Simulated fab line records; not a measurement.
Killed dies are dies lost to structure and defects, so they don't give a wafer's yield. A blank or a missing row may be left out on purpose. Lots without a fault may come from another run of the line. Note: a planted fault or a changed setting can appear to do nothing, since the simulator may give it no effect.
fab line records	flow nand-harc
record: lots: 12	wafers: 36	last-day: 34
route steps=1302 shown A_CHANNEL_HOLE_D2@603 A_CHANNEL_FILL_D2@612 END@1302
lots that met no fault: taken from a fault-free run of the same line
start-h: start of the lot's first displayed wafer, in hours after the record's first day	wait-h: hours since the lot's step before	" same as the row above	L1.1+2: a row that stands for several wafers	- either no value or no given start	* or withheld: withheld	< > ~ a bound
route shown NAME@n: a module of which the file shows steps, and the number in the route of the first	usual: mean/standard deviation of fault-free wafers	same: alike in all rows	chamber/n: place in a boat	sites: per-site readings	_std_site: standard deviation of those values	_edge_site: the outer-site mean with the inner-site mean subtracted	radius-mm: for every site, how far away it sits from the centre of the wafer	mask NAME#n: copy n	behind: the most recent tool/chamber to have shaped the wafer	hold: why the lot went on hold/how many hours it stayed there/how the hold came to an end	device: transistor that didn't switch, given as n, p or np	end of line: the tests these same wafers got at the end of their route	a step without rows: its recipe alone	killed: not the wafer's yield, but the dies lost to structure and defects at the first sort	map: the dies of a wafer, with x for killed, . for not killed, _ for no die there
set.NAME: the run value of the setting; set.NAME@STEP: its run value at that earlier step	model.NAME: the simulator's own value behind a step, which no gauge read
steps of the route over a sample of lots; a table a step, a row a wafer
services: a tool's chamber out of use, with start hour (start-h, from the record's first day; less than 0 if before it), hours out, and reason
== steps ==
step: NHARC_A_CHANNEL_HOLE_D2_ETCH_44
recipe: target-depth-a: 1400	overetch-a: 140	time-s: 77	ion-energy-ev: 100	cf4-flow-sccm: 80	o2-flow-sccm: 20	ar-flow-sccm: 0	rf-w: 300	bias-w: 100	chemistry: CF4/O2
usual: drypump-motor-current-A: 5.7/0.41	oes-product-au: 1.000/0.011	rf-vpp-V: 197.6/1.5	showerhead-plenum-p-Torr: 1.32/0.063	throttle-valve-pct: 13.397/0.0092
lot.wafer	tool	chamber	start-h	wait-h	drypump-motor-current-A	oes-product-au	rf-hours-counter-h	rf-vpp-V	showerhead-plenum-p-Torr	throttle-valve-pct
L726.3	rie-diel-12	2	300.60	0.1	4.6	1.031	2.6	198.0	1.38	13.394
L726.6	"	0	"	"	5.5	1.011	-	199.0	1.43	13.386
L726.5	"	1	"	"	5.9	1.005	-	198.2	1.34	13.388
L727.2	rie-diel-07	3	310.30	0.1	5.8	0.988	0.2	197.9	1.27	13.396
L727.1	"	0	"	"	5.2	0.987	0.2	197.0	1.27	13.381
L727.5	"	2	"	"	5.8	0.982	-	196.7	1.31	13.402
L728.2	rie-diel-02	0	322.08	0.1	5.7	1.015	4.3	197.4	1.40	13.386
L728.6	"	1	"	"	5.7	1.007	-	198.3	1.31	13.396
L728.5	"	2	"	"	5.8	0.990	-	195.0	1.24	13.400
L730.1	rie-diel-07	0	333.52	0.1	5.2	1.005	1.7	197.1	1.27	13.390
L730.5	"	1	"	"	6.5	0.991	-	199.4	1.42	13.389
L730.6	"	2	"	"	5.8	0.976	-	197.4	1.31	13.407
L732.2	rie-diel-12	0	367.85	0.1	5.5	1.004	4.5	199.4	1.43	13.396
L732.3	"	1	"	"	5.9	0.993	5.8	196.5	1.34	13.397
L732.5	"	0	"	"	5.5	1.001	-	200.2	1.43	13.408
L733.3	rie-diel-07	2	367.90	0.1	5.8	0.976	3.9	196.2	1.31	13.394
L733.2	"	0	"	"	5.2	1.007	3.0	196.8	1.27	13.396
L733.4	"	0	"	"	5.2	1.004	-	196.2	1.27	13.406
L742.2	rie-diel-12	0	476.53	0.1	5.5	1.001	0.9	198.7	1.42	13.391
L742.5	"	0	"	"	5.5	1.015	-	201.2	1.43	13.404
L742.6	"	1	"	"	5.9	0.995	-	196.8	1.34	13.383
L743.2	rie-diel-12	3	477.18	0.1	5.1	1.009	1.0	196.2	1.32	13.395
L743.4	"	0	"	"	5.5	1.027	1.0	199.9	1.42	13.411
L743.6	"	3	"	"	5.1	1.008	-	199.6	1.32	13.406
L745.4	rie-diel-07	2	501.44	0.0	5.8	0.989	0.6	198.2	1.31	13.396
L745.1	"	1	"	"	6.5	0.996	0.7	198.5	1.42	13.392
L745.6	"	2	"	"	5.8	0.994	-	197.6	1.31	13.406
L746.1	rie-diel-12	2	505.20	0.1	4.6	1.000	2.9	198.6	1.38	13.400
L746.5	"	3	"	"	5.1	0.996	-	196.5	1.32	13.386
L746.4	"	1	"	"	5.9	0.993	-	196.9	1.34	13.407
L748.3	rie-diel-02	1	522.84	0.1	5.7	0.997	6.5	196.8	1.31	13.389
L748.1	"	3	"	"	5.7	1.004	7.1	197.5	1.26	13.386
L748.4	"	0	"	"	5.7	1.012	6.5	199.6	1.39	13.399
L749.2	rie-diel-02	0	536.70	0.1	5.7	1.011	6.6	198.7	1.39	13.401
L749.1	"	1	"	"	5.7	1.001	6.7	196.9	1.31	13.385
L749.5	"	3	"	"	5.7	1.005	-	196.8	1.26	13.391
step: NHARC_A_CHANNEL_FILL_D2_ALD_02
recipe: target-thk-a: 60	pulse-time-s: 10	ald-cycles: 60	temp-c: 300	material: SiO2
usual: heater-power-w: 480/63	precursor-pulse-height-rel: 1.000/0.022
lot.wafer	tool	chamber	start-h	wait-h	heater-power-w	precursor-pulse-height-rel
L726.3	ald-hk-04	3	302.33	-	493	1.037
L726.6	"	2	"	"	467	0.980
L726.5	"	3	"	"	488	0.957
L727.2	ald-hk-04	1	311.46	-	508	1.004
L727.1	"	3	"	"	488	1.016
L727.5	"	1	"	"	515	1.000
L728.2	ald-hk-04	2	323.60	-	479	0.971
L728.5	"	3	"	"	478	0.968
L728.6	"	0	"	"	495	0.999
L730.1	ald-hk-03	3	334.67	-	457	0.997
L730.6	"	3	"	"	442	1.050
L730.5	"	0	"	"	407	0.974
L732.2	ald-hk-04	3	369.17	-	494	0.998
L732.3	"	0	"	"	502	1.025
L732.5	"	3	"	"	490	1.028
L733.3	ald-hk-01	2	369.29	-	588	1.027
L733.2	"	3	"	"	405	0.968
L733.4	"	0	"	"	435	0.988
L742.2	ald-hk-04	3	477.93	-	481	0.992
L742.5	"	0	"	"	498	1.024
L742.6	"	1	"	"	498	1.003
L743.2	ald-hk-04	3	478.43	-	479	0.968
L743.4	"	1	"	"	486	1.022
L743.6	"	2	"	"	471	0.975
L745.4	ald-hk-01	1	502.70	-	447	1.013
L745.1	"	2	"	"	561	0.989
L745.6	"	0	"	"	434	0.982
L746.4	ald-hk-03	3	506.48	-	472	0.970
L746.1	"	1	"	"	451	0.977
L746.5	"	3	"	"	458	0.989
L748.3	ald-hk-03	2	524.01	-	676	1.025
L748.4	"	3	"	"	475	0.964
L748.1	"	1	"	"	442	1.021
L749.1	ald-hk-03	3	537.87	-	475	1.044
L749.2	"	2	"	"	695	0.991
L749.5	"	0	"	"	413	1.003
step: NHARC_A_CHANNEL_FILL_D2_ALD_15
recipe: target-thk-a: 20	pulse-time-s: 60	ald-cycles: 19	temp-c: 630	pressure-torr: 2	material: SiNx
usual: chamber-pressure-Torr: 2.000/0.0044	precursor-pulse-height-rel: 1.000/0.018
lot.wafer	tool	chamber	start-h	wait-h	chamber-pressure-Torr	precursor-pulse-height-rel
L726.3	ald-sin-batch-02	0	-	-	2.005	0.989
L726.5	"	0	"	"	2.005	1.019
L726.6	"	0	"	"	2.002	1.024
L727.1	ald-sin-batch-01	0	-	-	1.994	1.001
L727.2	"	0	"	"	2.000	1.016
L727.5	"	0	"	"	1.997	1.016
L728.2	ald-sin-batch-02	0	-	-	1.989	1.013
L728.5	"	0	"	"	1.998	0.991
L728.6	"	0	"	"	2.002	1.000
L730.1	ald-sin-batch-01	0	-	-	2.002	0.998
L730.5	"	0	"	"	1.997	1.006
L730.6	"	0	"	"	1.999	1.029
L732.2	ald-sin-batch-03	0	-	-	1.996	0.997
L732.3	"	0	"	"	1.994	1.008
L732.5	"	0	"	"	1.994	1.002
L733.2	ald-sin-batch-03	0	379.30	2.8	2.000	0.954
L733.3	"	0	"	"	1.998	0.982
L733.4	"	0	"	"	2.003	1.030
L742.2	ald-sin-batch-02	0	-	-	1.998	1.045
L742.5	"	0	"	"	1.999	1.031
L742.6	"	0	"	"	1.998	1.017
L743.2	ald-sin-batch-02	0	-	-	2.005	0.999
L743.4	"	0	"	"	1.997	0.982
L743.6	"	0	"	"	2.007	0.984
L745.1	ald-sin-batch-03	0	-	-	2.002	1.002
L745.4	"	0	"	"	2.004	0.977
L745.6	"	0	"	"	2.003	0.987
L746.1	ald-sin-batch-03	0	-	-	2.002	0.984
L746.4	"	0	"	"	2.007	0.990
L746.5	"	0	"	"	2.005	0.956
L748.1	ald-sin-batch-01	0	-	-	2.003	1.009
L748.3	"	0	"	"	2.002	0.997
L748.4	"	0	"	"	2.001	0.969
L749.1	ald-sin-batch-01	0	-	-	2.001	1.035
L749.2	"	0	"	"	2.009	1.015
L749.5	"	0	"	"	2.004	1.005
step: NHARC_A_CHANNEL_FILL_D2_ETCHBACK_08
recipe: target-depth-a: 2200	time-s: 110	c4f8-flow-sccm: 20	ar-flow-sccm: withheld	rf-w: 600	bias-w: 300	chemistry: C4F8
usual: oes-product-au: 0.96/0.035	rf-vpp-V: 441.9/2.6	run-length-s: 131.4/0.47
lot.wafer	tool	chamber	start-h	wait-h	oes-product-au	rf-hours-counter-h	rf-vpp-V	run-length-s
L726.3	rie-diel-04	2	345.22	-	0.99	5	444.2	131.5
L726.5	"	3	"	"	0.98	-	441.3	131.8
L726.6	"	0	"	"	1.00	-	443.0	130.9
L727.1	rie-diel-08	2	353.08	-	0.92	4	443.9	132.2
L727.2	"	3	"	"	0.93	4	438.2	131.5
L727.5	"	2	"	"	0.92	-	443.3	132.2
L728.2	rie-diel-03	3	361.89	-	0.92	13	443.0	131.6
L728.6	"	3	"	"	0.92	-	443.2	131.6
L728.5	"	1	"	"	0.92	-	435.6	130.7
L730.1	rie-diel-04	2	375.97	-	1.00	1	443.6	131.7
L730.6	"	1	"	"	1.00	-	442.6	131.2
L730.5	"	2	"	"	1.00	-	444.8	131.2
L732.3	rie-diel-04	0	410.74	-	0.93	2	442.2	131.3
L732.2	"	2	"	"	0.94	2	444.8	131.3
L732.5	"	1	"	"	0.93	-	444.4	131.3
L733.4	rie-diel-08	2	410.79	-	0.93	1	444.3	132.4
L733.2	"	0	"	"	0.93	1	438.1	131.5
L733.3	"	1	"	"	0.90	1	442.3	130.9
L742.2	rie-diel-04	3	519.59	-	0.98	6	441.4	145.1
L742.6	"	2	"	"	0.99	-	441.9	144.3
L742.5	"	3	"	"	0.98	-	440.4	144.9
L743.2	rie-diel-04	0	519.68	-	0.92	6	444.5	144.3
L743.4	"	1	"	"	0.92	6	442.9	144.5
L743.6	"	0	"	"	0.93	-	441.8	143.9
L746.1	rie-diel-03	3	548.71	-	0.91	14	443.0	132.4
L746.4	"	0	"	"	0.93	15	444.6	131.7
L746.5	"	3	"	"	0.91	-	443.0	132.0
L745.1	rie-diel-03	3	548.80	-	0.99	14	442.7	132.0
L745.4	"	0	"	"	0.99	15	442.1	131.9
L745.6	"	0	"	"	0.98	-	444.6	131.8
L748.3	rie-diel-08	1	567.10	-	0.99	0	441.7	131.0
L748.4	"	2	"	"	1.00	0	445.2	132.0
L748.1	"	0	"	"	1.02	1	437.1	130.9
L749.2	rie-diel-08	2	583.27	-	0.93	1	445.3	132.2
L749.1	"	0	"	"	0.93	1	436.6	131.2
L749.5	"	3	"	"	0.95	-	438.6	131.6
step: NHARC_END_SORT_01
recipe: temp-c: 25
usual: killed-at-array: 59/24	killed-at-other: 0.7/1.2	killed-at-periphery: 3.5/2.6	killed-dies: 63/24	killed-open: 3.2/2.1	killed-short: 2.4/1.5
same: gross-dies: 677
lot.wafer	tool	chamber	start-h	wait-h	killed-at-array	killed-at-other	killed-at-periphery	killed-dies	killed-open	killed-short
L742.2	prober-02	0	767.40	2.8	71	0	2	73	7	1
L742.5	prober-02	0	769.80	3.7	76	0	3	79	3	0
L742.6	prober-02	0	770.60	4.0	77	0	3	80	4	4
L749.1	prober-02	0	803.54	2.5	54	2	2	58	1	3
L749.2	prober-02	0	804.35	2.8	41	1	2	44	1	3
L749.5	prober-02	0	806.77	3.7	46	0	2	48	3	3
killed by level:class
L742.2 A_CHANNEL_HOLE_D1:chamber-film-flake=32 A_CHANNEL_HOLE_D2:chamber-film-flake=22 A_CONTACT:chamber-film-flake=7 A_SLIT:chamber-film-flake=3 P_M2:geometric-particle:short=1 A_CHANNEL_HOLE_D1:geometric-particle:open=1 A_CHANNEL_FILL_D1:geometric-particle:open=1 A_ONON_D2:geometric-particle:open=1
L742.5 A_CHANNEL_HOLE_D1:chamber-film-flake=37 A_CHANNEL_HOLE_D2:chamber-film-flake=23 A_CONTACT:chamber-film-flake=8 A_SLIT:chamber-film-flake=4 P_GATE:chamber-film-flake=3 A_ONON_D2:geometric-particle:open=1 A_WL_FILL:geometric-particle:open=1 A_CONTACT:geometric-particle:open=1
L742.6 A_CHANNEL_HOLE_D1:chamber-film-flake=33 A_CHANNEL_HOLE_D2:chamber-film-flake=27 A_CONTACT:chamber-film-flake=6 A_SLIT:chamber-film-flake=4 A_M0:geometric-particle:open=2 P_GATE:chamber-film-flake=2 P_BONDPAD:geometric-particle:short=1 A_ONON_D1:geometric-particle:short=1
L749.1 A_CHANNEL_HOLE_D2:chamber-film-flake=28 A_SLIT:chamber-film-flake=13 A_CHANNEL_FILL_D1:chamber-film-flake=4 A_SGD_CUT:chamber-film-flake=3 P_STI:chamber-film-flake=2 THIN_TSV:chamber-film-flake=2 A_DECK1_JOINT:geometric-particle:short=1 A_ONON_D2:geometric-particle:short=1
L749.2 A_CHANNEL_HOLE_D2:chamber-film-flake=22 A_SLIT:chamber-film-flake=7 A_SGD_CUT:chamber-film-flake=3 A_STAIRCASE:chamber-film-flake=2 P_CONTACT:geometric-particle:short=1 A_CHANNEL_HOLE_D1:geometric-particle:short=1 A_CHANNEL_FILL_D2:geometric-particle:open=1 A_M0:geometric-particle:short=1
L749.5 A_CHANNEL_HOLE_D2:chamber-film-flake=27 A_SLIT:chamber-film-flake=6 A_CHANNEL_FILL_D2:chamber-film-flake=3 A_CHANNEL_HOLE_D1:chamber-film-flake=2 P_CONTACT:geometric-particle:short=1 A_DECK1_JOINT:geometric-particle:open=1 A_WL_FILL:geometric-particle:short=1 A_WL_FILL:geometric-particle:open=1
== services ==
tool	chamber	start-h	hours	kind
rie-diel-12	0	290.39	2.9	repair
rie-diel-07	-	294.20	9.0	pm
rie-diel-08	2	309.89	3.1	repair
rie-diel-12	2	347.30	24.0	repair
rie-diel-04	-	354.90	9.0	pm
rie-diel-07	0	357.98	7.9	repair
rie-diel-08	2	359.86	12.1	repair
rie-diel-07	1	366.10	3.4	repair
rie-diel-08	-	367.80	9.0	pm
rie-diel-07	-	375.12	0.2	repair
rie-diel-07	3	386.03	2.4	repair
ald-hk-03	-	392.64	10.0	pm
rie-diel-08	0	415.25	4.6	repair
rie-diel-04	-	423.73	1.5	repair
ald-hk-04	-	432.72	10.0	pm
rie-diel-12	2	438.49	4.6	repair
rie-diel-12	0	443.11	9.1	repair
rie-diel-12	-	445.40	9.0	pm
rie-diel-04	0	448.32	3.1	repair
rie-diel-04	1	455.32	11.3	repair
rie-diel-12	1	472.09	4.2	repair
rie-diel-12	0	499.76	5.5	repair
rie-diel-04	-	531.90	9.0	pm
rie-diel-12	3	541.77	26.4	repair
== key ==
first-sign: step: NHARC_A_CHANNEL_FILL_D2_ETCHBACK_08	reading: run-length-s	direction: up	sigmas: 28	usual: *	struck: *
effect none on later readings
met-at NHARC_A_CHANNEL_FILL_D2_ETCHBACK_08
struck-lots L742,L743
tester-left-out L742,L743
not-acting-at NHARC_A_CHANNEL_HOLE_D2_ETCH_44,NHARC_A_CHANNEL_FILL_D2_ALD_02,NHARC_A_CHANNEL_FILL_D2_ALD_15
onset-between 410.74 519.59
fault: kind: process-parameter-drift	tool: rie-diel-04	chamber: -	onset-h: 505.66	steps: NHARC_A_CHANNEL_FILL_D2_ETCHBACK_08	channel: time-s	offset: *	shape: step	end-h: 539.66	acts-in: *	stated: *
tester-left-out: of these lots the tester's yield and bins aren't shown, on N5 and GAA mostly nor the transistor test; their killed dies are dies lost to structure and defects alone, not to doping, threshold or leakage, so they don't give the yield
